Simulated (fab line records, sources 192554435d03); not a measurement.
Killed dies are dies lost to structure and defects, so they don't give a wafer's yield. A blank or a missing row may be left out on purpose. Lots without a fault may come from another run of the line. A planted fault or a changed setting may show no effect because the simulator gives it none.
fab line records | flow n5_finfet | part 1 of 2: steps 1 to 17 of 27
record lots=5 wafers=15 last_day=17
route steps=1938 shown FIN_CUT@172 STI_FIN_REVEAL@183
lots that met no fault: from a run of the same line without faults
start_h: hours from the record's first day to the start of the lot's first wafer shown | wait_h: hours since the lot's step before | " the same as in the row above | L1.1+2: a row that stands for several wafers | - no value, or no start given | * or withheld: withheld | < > ~ a bound
route shown NAME@n: a module of which the file shows steps, and the number in the route of the first | usual: mean/standard deviation of fault-free wafers | same: alike in all rows | chamber/n: place in a boat | sites: the reading at each site | _std_site: their standard deviation | _edge_site: outer sites' mean less inner sites' | radius_mm: how far each site lies from the wafer's centre | mask NAME#n: copy n | behind: the tool/chamber that last shaped the wafer | hold: why the lot was held/for how many hours/how that ended | device: the transistor (n, p or np) that didn't switch | end of line: the same wafers' tests at the end of the route | a step without rows: its recipe alone | killed: dies lost to structure and defects at the first sort, not the wafer's yield | map: a wafer's dies, x killed, . not, _ none there
set.NAME: the setting as run; set.NAME@STEP: as run at that earlier step | model.NAME: the simulator's own value behind a step, which no gauge read
lots at some steps of the route; a table a step, a row a wafer
services: from which hour (start_h, from the record's first day; less than 0 if before it) a tool's chamber was out of use, for how many hours, and why
## steps
# step N5_FIN_CUT_STRIP_24
# recipe chemistry=CF4 resist=SiARC power_w=300 bias_power_w=75 pressure_mtorr=50 cf4_flow_sccm=150 rf_frequency_hz=6e+07
# usual cf4_flow_sccm=150.0/0.47 drypump_motor_current_A=5.5/0.36 oes_product_au=0.77/0.078 rf_vpp_V=271.6/1.3 showerhead_plenum_p_Torr=1.81/0.044 throttle_valve_pct=13.66/0.27
# columns lot.wafer tool chamber start_h wait_h cf4_flow_sccm drypump_motor_current_A oes_product_au rf_hours_counter_h rf_vpp_V showerhead_plenum_p_Torr throttle_valve_pct
L077.1 rie_diel-06 1 46.72 0.0 151.0 6.0 0.72 177 272.4 1.86 13.81
L077.2 " 0 " " 150.6 5.3 0.76 120 272.0 1.86 13.31
L077.3 " 3 " " 149.7 4.9 0.71 182 267.6 1.73 14.14
L083.3 rie_diel-01 0 83.43 0.0 150.9 5.3 0.90 8 271.6 1.85 13.72
L083.5 " 0 " " 150.3 5.3 0.91 - 272.1 1.85 13.68
L083.6 " 3 " " 150.4 5.2 0.71 - 271.1 1.80 13.92
L087.1 rie_diel-06 2 109.78 0.0 149.4 5.0 0.87 42 272.8 1.80 13.30
L087.2 " 1 " " 149.3 5.9 0.71 195 273.1 1.86 13.84
L087.4 " 0 " " 150.4 5.3 0.75 138 272.9 1.85 13.36
L091.3 rie_diel-06 3 129.82 0.0 150.1 4.9 0.70 206 267.6 1.73 14.20
L091.4 " 0 " " 150.5 5.3 0.74 - 273.1 1.85 13.38
L091.5 " 3 " " 150.6 4.9 0.70 - 269.1 1.73 14.21
L097.2 rie_diel-01 1 167.14 0.0 149.8 5.5 0.75 156 271.3 1.85 13.67
L097.3 " 2 " " 150.1 5.8 0.71 207 271.1 1.75 13.89
L097.6 " 1 " " 150.1 5.5 0.75 - 272.7 1.85 13.66
# step N5_FIN_CUT_CUT_ETCH_26
# recipe chemistry=CH3F/O2 target=SiNx target_depth_a=390 mask_material=SOC time_s=55.7 pressure_mtorr=30 source_w=395 bias_w=73 Ar_flow_sccm=150 CH3F_flow_sccm=30 O2_flow_sccm=20 ion_energy_ev=120
# usual O2_flow_sccm=20.00/0.055 drypump_motor_current_A=5.5/0.36 oes_product_au=0.78/0.085 rf_vpp_V=297/6.3 showerhead_plenum_p_Torr=2.03/0.051 throttle_valve_pct=16.45/0.26
# columns lot.wafer tool chamber start_h wait_h O2_flow_sccm drypump_motor_current_A oes_product_au rf_hours_counter_h rf_vpp_V showerhead_plenum_p_Torr throttle_valve_pct
L077.1 rie_diel-06 1 46.74 0.0 20.05 6.0 0.73 177 298 2.07 16.54
L077.2 " 0 " " 20.03 5.3 0.79 120 304 2.11 16.25
L077.3 " 3 " " 20.02 4.9 0.73 182 290 1.93 16.99
L083.3 rie_diel-01 0 83.45 0.0 20.05 5.3 0.94 8 300 2.05 16.49
L083.5 " 0 " " 20.03 5.3 0.94 - 300 2.05 16.48
L083.6 " 3 " " 19.99 5.2 0.71 - 299 1.96 16.45
L087.1 rie_diel-06 2 109.80 0.0 20.08 5.0 0.90 42 294 2.03 16.18
L087.2 " 1 " " 19.92 5.9 0.72 195 296 2.07 16.56
L087.4 " 0 " " 20.04 5.3 0.78 138 304 2.10 16.28
L091.3 rie_diel-06 3 129.84 0.0 20.05 4.9 0.72 206 290 1.92 17.03
L091.4 " 0 " " 19.96 5.3 0.76 - 304 2.10 16.30
L091.5 " 3 " " 20.13 4.9 0.72 - 290 1.93 17.01
L097.2 rie_diel-01 1 167.16 0.0 20.09 5.5 0.75 156 306 2.07 16.41
L097.3 " 2 " " 19.97 5.9 0.72 207 305 2.00 16.89
L097.6 " 1 " " 20.00 5.5 0.74 - 304 2.07 16.43
# step N5_FIN_CUT_CUT_ETCH_27
# recipe chemistry=CHF3/O2 target=SiO2 target_depth_a=40 mask_material=SOC overetch_a=20 time_s=4.9 pressure_mtorr=30 source_w=650 bias_w=170 Ar_flow_sccm=200 CHF3_flow_sccm=50 O2_flow_sccm=5 ion_energy_ev=200
# usual CHF3_flow_sccm=50.03/0.15 O2_flow_sccm=4.999/0.016 drypump_motor_current_A=5.5/0.36 oes_product_au=0.61/0.062 rf_vpp_V=524/11 showerhead_plenum_p_Torr=2.44/0.059 throttle_valve_pct=18.92/0.26
# columns lot.wafer tool chamber start_h wait_h CHF3_flow_sccm O2_flow_sccm drypump_motor_current_A oes_product_au rf_hours_counter_h rf_vpp_V showerhead_plenum_p_Torr throttle_valve_pct
L077.1 rie_diel-06 1 46.78 0.0 50.13 5.006 5.9 0.57 177 521 2.49 18.98
L077.2 " 0 " " 49.80 4.999 5.3 0.61 120 536 2.53 18.71
L077.3 " 3 " " 50.04 5.004 4.9 0.57 182 510 2.33 19.49
L083.3 rie_diel-01 0 83.50 0.0 49.86 4.996 5.3 0.72 8 527 2.46 18.97
L083.5 " 0 " " 49.96 4.995 5.2 0.72 - 529 2.46 18.96
L083.6 " 3 " " 50.38 5.006 5.2 0.57 - 525 2.35 18.82
L087.1 rie_diel-06 2 109.84 0.0 50.04 4.986 5.0 0.70 42 518 2.44 18.67
L087.2 " 1 " " 50.08 4.999 5.9 0.56 195 520 2.49 19.02
L087.4 " 0 " " 50.17 5.006 5.3 0.60 138 535 2.52 18.75
L091.3 rie_diel-06 3 129.88 0.0 49.94 5.010 4.9 0.56 206 510 2.32 19.51
L091.4 " 0 " " 50.16 5.002 5.4 0.59 - 535 2.52 18.74
L091.5 " 3 " " 50.05 5.008 4.9 0.55 - 512 2.32 19.52
L097.2 rie_diel-01 1 167.20 0.0 50.16 4.969 5.5 0.60 156 538 2.49 18.88
L097.3 " 2 " " 50.04 5.023 5.9 0.57 207 535 2.41 19.36
L097.6 " 1 " " 50.15 5.005 5.5 0.60 - 537 2.49 18.88
# step N5_FIN_CUT_PRECLEAN_35
# recipe time_s=13.3 temp_c=45 pressure_torr=125 p_hf_torr=3 p_coreactant_torr=25 chemistry=vHF
# usual drypump_motor_current_A=5.59/0.25
# columns lot.wafer tool chamber start_h wait_h drypump_motor_current_A
L077.1 vapor_etch-02 1 46.85 0.0 5.16
L077.2 " 0 " " 5.90
L077.3 " 0 " " 5.89
L083.3 vapor_etch-02 1 83.59 0.1 5.17
L083.5 " 1 " " 5.20
L083.6 " 0 " " 5.91
L087.1 vapor_etch-01 0 109.91 0.0 5.58
L087.2 " 1 " " 5.72
L087.4 " 1 " " 5.70
L091.3 vapor_etch-02 1 129.97 0.1 5.19
L091.4 " 0 " " 5.91
L091.5 " 1 " " 5.19
L097.2 vapor_etch-01 0 167.27 0.0 5.57
L097.3 " 1 " " 5.70
L097.6 " 0 " " 5.55
# step N5_FIN_CUT_CUT_ETCH_15
# recipe chemistry=HBr/Cl2/O2 target=Si target_depth_a=1000 bt_time_s=10 mask_material=SOC time_s=42.4 ion_energy_ev=* bias_w=* pressure_mtorr=10 icp_w=800 HBr_flow_sccm=150 Cl2_flow_sccm=80 O2_flow_sccm=12
# usual O2_flow_sccm=12.00/0.034 drypump_motor_current_A=5.9/0.5 oes_product_au=1.008/0.016 throttle_valve_pct=37.1/0.4
# same bt_time_s=10
# columns lot.wafer tool chamber start_h wait_h O2_flow_sccm drypump_motor_current_A oes_product_au rf_hours_counter_h throttle_valve_pct
L077.1 rie_si-06 3 46.93 0.1 12.02 6.6 0.989 31 37.3
L077.2 " 2 " " 11.97 5.8 0.967 83 37.1
L077.3 " 0 " " 12.02 5.7 1.019 0 37.8
L083.3 rie_si-01 3 83.65 0.0 12.05 5.8 1.025 77 36.6
L083.5 " 1 " " 12.03 5.6 1.006 - 37.7
L083.6 " 0 " " 11.96 5.8 1.023 - 36.5
L087.1 rie_si-06 0 109.99 0.1 11.98 5.7 1.018 1 37.8
L087.2 " 2 " " 12.00 5.8 0.968 84 37.1
L087.4 " 1 " " 11.98 6.5 1.009 58 37.2
L091.3 rie_si-06 1 130.03 0.0 12.02 6.6 1.009 58 37.2
L091.4 " 2 " " 12.05 5.8 0.962 84 37.1
L091.5 " 3 " " 12.10 6.6 0.987 - 37.4
L097.2 rie_si-06 1 167.35 0.1 11.99 6.6 1.010 59 37.2
L097.3 " 3 " " 12.01 6.6 0.986 33 37.4
L097.6 " 1 " " 12.03 6.6 1.007 - 37.2
# step N5_FIN_CUT_CUT_ETCH_28
# recipe chemistry=HBr/Cl2/O2 target=Si target_depth_a=60 mask_material=SOC time_s=2.4 ion_energy_ev=* bias_w=* pressure_mtorr=10 icp_w=800 HBr_flow_sccm=150 Cl2_flow_sccm=80 O2_flow_sccm=12
# usual O2_flow_sccm=12.00/0.036 drypump_motor_current_A=5.9/0.5 oes_product_au=1.007/0.017 throttle_valve_pct=37.1/0.4
# columns lot.wafer tool chamber start_h wait_h O2_flow_sccm drypump_motor_current_A oes_product_au rf_hours_counter_h throttle_valve_pct
L077.1 rie_si-06 3 46.99 0.0 12.12 6.6 0.987 31 37.4
L077.2 " 2 " " 11.95 5.9 0.967 83 37.1
L077.3 " 0 " " 12.04 5.7 1.024 0 37.8
L083.3 rie_si-01 3 83.70 0.0 12.04 5.8 1.014 77 36.6
L083.5 " 1 " " 11.99 5.6 0.995 - 37.7
L083.6 " 0 " " 11.93 5.8 1.022 - 36.5
L087.1 rie_si-06 0 110.05 0.0 11.95 5.7 1.017 1 37.8
L087.2 " 2 " " 12.00 5.9 0.967 84 37.1
L087.4 " 1 " " 12.01 6.5 1.005 58 37.2
L091.3 rie_si-06 1 130.08 0.0 11.99 6.6 1.013 58 37.2
L091.4 " 2 " " 12.04 5.8 0.971 84 37.1
L091.5 " 3 " " 12.02 6.6 0.990 - 37.4
L097.2 rie_si-06 1 167.41 0.0 12.00 6.6 1.006 59 37.2
L097.3 " 3 " " 11.97 6.6 0.983 33 37.4
L097.6 " 1 " " 11.98 6.6 1.014 - 37.2
# step N5_FIN_CUT_STRIP_22
# recipe chemistry=N2/H2 power_w=500 temp_c=40 pressure_mtorr=50 rf_frequency_hz=6e+07 overash_fraction=0.3 bias_power_w=8 h2_frac=0.5 n2_flow_sccm=300 h2_flow_sccm=300
# usual drypump_motor_current_A=5.5/0.38 oes_product_au=0.78/0.086 rf_vpp_V=54.5/2.4 showerhead_plenum_p_Torr=3.39/0.1 throttle_valve_pct=18.9/0.39
# columns lot.wafer tool chamber start_h wait_h drypump_motor_current_A oes_product_au rf_hours_counter_h rf_vpp_V showerhead_plenum_p_Torr throttle_valve_pct
L077.1 rie_diel-06 2 47.06 0.0 5.1 0.94 23 54.7 3.42 18.7
L077.2 " 0 " " 5.3 0.77 120 49.6 3.53 19.1
L077.3 " 3 " " 4.9 0.72 182 55.2 3.18 18.9
L083.3 rie_diel-06 1 83.77 0.0 6.0 0.73 188 53.6 3.48 19.4
L083.5 " 3 " " 4.9 0.72 - 52.6 3.18 19.0
L083.6 " 0 " " 5.3 0.78 - 55.0 3.52 19.1
L087.1 rie_diel-01 2 110.11 0.0 5.9 0.74 189 55.5 3.34 19.5
L087.2 " 0 " " 5.3 0.95 15 54.3 3.41 18.7
L087.4 " 1 " " 5.5 0.76 136 56.1 3.49 18.9
L091.3 rie_diel-02 1 130.31 0.2 5.9 0.70 196 51.9 3.32 18.7
L091.4 " 0 " " 5.8 0.91 24 56.3 3.39 18.2
L091.5 " 1 " " 5.9 0.71 - 52.3 3.32 18.7
L097.2 rie_diel-06 2 167.58 0.1 5.0 0.87 57 51.5 3.40 18.8
L097.3 " 3 " " 4.9 0.71 218 56.5 3.17 19.0
L097.6 " 2 " " 5.0 0.88 - 54.4 3.40 18.8
# step N5_FIN_CUT_PRECLEAN_36
# recipe chemistry=O3/DIW time_s=60 temp_c=22 o3_ppm=10
# columns lot.wafer tool chamber start_h wait_h
L077.1+2+3 wet_bench-04 7,3,2 47.12 -
L083.3+5+6 wet_bench-06 7,1,4 83.84 -
L087.1+2+4 wet_bench-04 3,0,2 110.18 -
L091.3+4+5 wet_bench-03 7,3,2 130.38 -
L097.2+3+6 wet_bench-06 0,2,1 167.65 -
# step N5_FIN_CUT_SRD_32
# recipe dry=ipa_marangoni time_s=30 temp_c=23 rinse_liquid=diw
# columns lot.wafer tool chamber start_h wait_h
L077.1+2+3 wet_bench-04 7,3,2 47.15 0.0
L083.3+5+6 wet_bench-06 7,1,4 83.86 0.0
L087.1+2+4 wet_bench-04 3,0,2 110.20 0.0
L091.3+4+5 wet_bench-03 7,3,2 130.40 0.0
L097.2+3+6 wet_bench-06 0,2,1 167.67 0.0
# step N5_FIN_CUT_UV_OZONE_34
# recipe time_s=120 pressure_torr=760 temp_c=25
# columns lot.wafer tool chamber start_h wait_h
L077.1+2+3 wet_bench-04 7,3,2 47.16 0.0
L083.3+5+6 wet_bench-06 7,1,4 83.87 0.0
L087.1+2+4 wet_bench-04 3,0,2 110.22 0.0
L091.3+4+5 wet_bench-03 7,3,2 130.42 0.0
L097.2+3+6 wet_bench-06 0,2,1 167.69 0.0
# step N5_FIN_CUT_INSPECT_17
# recipe inspect_instrument=brightfield mode=aei
# usual raw_defect_count=254/75
# columns lot.wafer tool chamber start_h wait_h raw_defect_count
L077.1 defect_inspect-01 - 47.22 0.0 257
L077.2 " - " " 283
L077.3 " - " " 244
L083.3 defect_inspect-02 - 83.93 0.0 296
L083.5 " - " " 354
L083.6 " - " " 280
L087.1 defect_inspect-01 - 110.28 0.0 423
L087.2 " - " " 266
L087.4 " - " " 233
L091.3 defect_inspect-02 - 130.48 0.0 288
L091.4 " - " " 283
L091.5 " - " " 430
L097.2 defect_inspect-01 - 167.75 0.0 347
L097.3 " - " " 257
L097.6 " - " " 203
# step N5_STI_FIN_REVEAL_ALD_00
# recipe material=SiO2 target_thk_a=10 temp_c=300 ald_precursor_family=BDEAS ald_co_reactant=O2-plasma pulse_time_s=1 pressure_torr=2
# usual chamber_pressure_Torr=2.000/0.0045 heater_power_w=468/48 precursor_pulse_height_rel=0.999/0.02
# columns lot.wafer tool chamber start_h wait_h chamber_pressure_Torr heater_power_w precursor_pulse_height_rel
L077.1 ald_sin-03 2 47.26 0.0 2.001 529 1.009
L077.2 " 1 " " 2.001 398 1.011
L077.3 " 0 " " 2.006 542 0.991
L083.3 ald_sin-03 2 83.97 0.0 2.000 529 0.991
L083.5 " 0 " " 2.004 533 0.973
L083.6 " 3 " " 2.004 498 1.014
L087.1 ald_sin-03 3 110.32 0.0 1.995 480 0.975
L087.2 " 1 " " 2.007 372 1.027
L087.4 " 0 " " 1.999 533 0.968
L091.3 ald_sin-03 0 132.11 1.6 2.000 527 0.995
L091.4 " 3 " " 2.002 476 0.979
L091.5 " 2 " " 1.997 511 0.998
L097.2 ald_sin-04 1 168.35 0.6 2.005 400 1.000
L097.3 " 0 " " 2.004 422 1.031
L097.6 " 3 " " 1.989 479 0.976
# step N5_STI_FIN_REVEAL_ALD_14
# recipe material=Si3N4 target_thk_a=30 temp_c=400 ald_precursor_family=SiH2I2 ald_co_reactant=N2/H2-plasma pressure_torr=2
# usual chamber_pressure_Torr=2.000/0.0043 heater_power_w=835/84
# columns lot.wafer tool chamber start_h wait_h chamber_pressure_Torr heater_power_w
L077.1 ald_sin-03 2 47.31 0.0 2.003 950
L077.2 " 1 " " 1.997 709
L077.3 " 0 " " 2.004 961
L083.3 ald_sin-03 2 84.02 0.0 1.997 959
L083.5 " 0 " " 2.004 953
L083.6 " 3 " " 2.004 861
L087.1 ald_sin-03 3 110.37 0.0 2.002 856
L087.2 " 1 " " 1.999 690
L087.4 " 0 " " 1.996 926
L091.3 ald_sin-03 0 132.16 0.0 2.001 944
L091.4 " 3 " " 2.000 856
L091.5 " 2 " " 1.992 889
L097.2 ald_sin-04 1 168.40 0.0 1.999 723
L097.3 " 0 " " 2.003 759
L097.6 " 3 " " 2.000 876
# step N5_STI_FIN_REVEAL_FCVD_FILL_01
# recipe material=SiO2_flowable target_thk_a=3120 temp_c=100 pressure_torr=0.8 rf_w=2000 time_s=512.2
# usual chamber_pressure_Torr=0.7997/0.0017
# columns lot.wafer tool chamber start_h wait_h chamber_pressure_Torr
L077.1 fcvd-01 1 47.55 0.1 0.7983
L077.2 " 0 " " 0.8004
L077.3 " 1 " " 0.7999
L083.3 fcvd-02 0 84.45 0.3 0.8000
L083.5 " 0 " " 0.7987
L083.6 " 1 " " 0.7989
L087.1 fcvd-01 0 110.60 0.1 0.8018
L087.2 " 1 " " 0.8045
L087.4 " 0 " " 0.8029
L091.3 fcvd-01 1 132.59 0.3 0.7964
L091.4 " 0 " " 0.7980
L091.5 " 0 " " 0.8023
L097.2 fcvd-02 1 168.64 0.1 0.8023
L097.3 " 0 " " 0.8013
L097.6 " 0 " " 0.8005
# step N5_STI_FIN_REVEAL_DENSIFY_02
# recipe temp_c=650 ambient=steam time_s=1800 idle_temp_c=400 densification_p_h2o_torr=640
# usual densification_p_h2o_torr=639.7/1.2 spike_tc_centre_C=650.7/1.7 spike_tc_upper_C=648.7/1.2 zone_power_bottom_pct=14.8/1.2
# columns lot.wafer tool chamber start_h wait_h densification_p_h2o_torr spike_tc_centre_C spike_tc_upper_C zone_power_bottom_pct
L077.1 furnace-01 0 48.19 0.4 638.3 648.8 648.5 13.3
L077.2 " 0 " " 637.2 648.4 648.8 13.1
L077.3 " 0 " " 636.5 647.8 646.3 13.3
L083.3 furnace-02 0 87.03 2.4 638.3 652.3 649.7 15.4
L083.5 " 0 " " 638.2 652.4 649.0 15.8
L083.6 " 0 " " 639.1 650.5 646.6 15.8
L087.1 furnace-02 0 111.24 0.4 641.2 652.2 649.8 15.9
L087.2 " 0 " " 639.4 649.0 650.2 15.6
L087.4 " 0 " " 640.8 653.2 649.8 16.0
L091.3 furnace-02 0 133.03 0.2 640.5 651.7 647.1 15.6
L091.4 " 0 " " 638.6 653.1 649.7 15.6
L091.5 " 0 " " 638.6 652.4 648.1 15.8
L097.2 furnace-02 0 169.27 0.4 637.9 651.6 650.3 15.9
L097.3 " 0 " " 640.6 650.3 649.2 15.5
L097.6 " 0 " " 640.7 651.5 650.7 15.9
# step N5_STI_FIN_REVEAL_CMP_04
# recipe stop_on=Si3N4 t_overpolish_s=4 down_force_psi=2 platen_rpm=54.18 post_cmp_clean=alkaline_brush pad_velocity_m_s=1.078 target_thk_nm=131.83
# usual motor_current_A=8.3/1.1 overpolish_run_s=4.000/0.009 time_to_endpoint_s=108/8.3
# columns lot.wafer tool chamber start_h wait_h motor_current_A overpolish_run_s time_to_endpoint_s
L077.1 cmp-03 0 52.36 0.0 10.3 4.009 114
L077.2 " 1 " " 7.7 3.988 125
L077.3 " 2 " " 7.6 4.000 114
L083.3 cmp-02 3 91.27 0.1 8.4 4.001 104
L083.6 " 1 " " 6.8 4.006 100
L083.5 " 2 " " 8.0 4.005 117
L087.4 cmp-03 2 115.42 0.0 7.6 3.988 113
L087.1 " 0 " " 10.5 3.982 112
L087.2 " 1 " " 7.5 3.991 127
L091.3 cmp-02 1 137.28 0.1 7.0 4.016 110
L091.4 " 2 " " 7.7 4.003 122
L091.5 " 0 " " 7.8 3.996 113
L097.2 cmp-01 1 173.45 0.0 9.9 4.006 106
L097.3 " 3 " " 8.9 3.991 108
L097.6 " 2 " " 6.9 3.995 101
# step N5_STI_FIN_REVEAL_THK_MEAS_05
# usual thk_nm=132.3/1.6
# columns lot.wafer tool chamber start_h wait_h thk_nm
L077.1 film_metro-01 - 52.65 - 132.0
L077.2 " - " " 136.3
L077.3 " - " " 133.1
L083.3 film_metro-02 - 91.49 - 132.0
L083.5 " - " " 135.3
L083.6 " - " " 131.5
L087.1 film_metro-02 - 115.71 - 130.7
L087.2 " - " " 134.5
L087.4 " - " " 131.3
L091.3 film_metro-02 - 137.50 - 130.5
L091.4 " - " " 134.4
L091.5 " - " " 133.5
L097.2 film_metro-01 - 173.75 - 132.9
L097.3 " - " " 132.7
L097.6 " - " " 131.1
